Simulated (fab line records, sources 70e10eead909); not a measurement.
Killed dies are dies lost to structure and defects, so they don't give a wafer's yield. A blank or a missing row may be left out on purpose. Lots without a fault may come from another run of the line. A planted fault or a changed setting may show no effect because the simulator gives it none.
Chamber matching | flow nand_harc | NHARC_A_CHANNEL_FILL_D1_ETCHBACK_20 on rie_diel-03: 4 sister chambers
The step etches the open film in C4F8/O2/Ar, target depth 27 nm, time 13.5 s. 7 wafers are shown with their chamber, then 7 later ones without.

WAFERS WITH THEIR CHAMBER
wafer  | chamber | rf_vpp_V (V) | oes_product_au (a.u.)
L842.4 | 0       | 974          | 1.00
L842.6 | 1       | 981          | 1.00
L845.3 | 2       | 978          | 0.96
L847.1 | 2       | 977          | 0.93
L847.4 | 3       | 976          | 0.94
L848.2 | 3       | 975          | 0.93
L848.5 | 1       | 980          | 0.92

WAFERS WITHOUT THEIR CHAMBER
wafer  | rf_vpp_V (V) | oes_product_au (a.u.)
L848.6 | 973          | 0.91
L849.1 | 978          | 0.93
L849.2 | 975          | 0.94
L849.5 | 978          | 0.92
L851.1 | 974          | 0.93
L851.2 | 980          | 0.93
L851.6 | 978          | 0.92

WHICH CHAMBER EACH WENT THROUGH
wafer  | from the rows above     | in truth
L848.6 | can't be placed: 0 or 3 | 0
L849.1 | 2                       | 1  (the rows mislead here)
L849.2 | can't be placed: 3 or 0 | 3
L849.5 | 2                       | 2
L851.1 | can't be placed: 0 or 3 | 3
L851.2 | 1                       | 1
L851.6 | 2                       | 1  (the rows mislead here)
Placed correctly: 2 of 7. Can't be placed from these rows: 3 (the true chamber is among the candidates in 3). Placed wrongly: 2.
How it was worked out, from the rows above alone: a wafer's distance from a chamber is the root of the sum, over the readings, of the square of ((its reading less the chamber's mean) divided by the reading's scatter). The wafer belongs to the nearest chamber; if the next one is less than 2 further off, it can't be placed. A chamber's mean is the mean of its shown wafers. The scatter: the root of (the sum of the squares of (reading less its chamber's mean) over the shown wafers, divided by (wafers less chambers)).
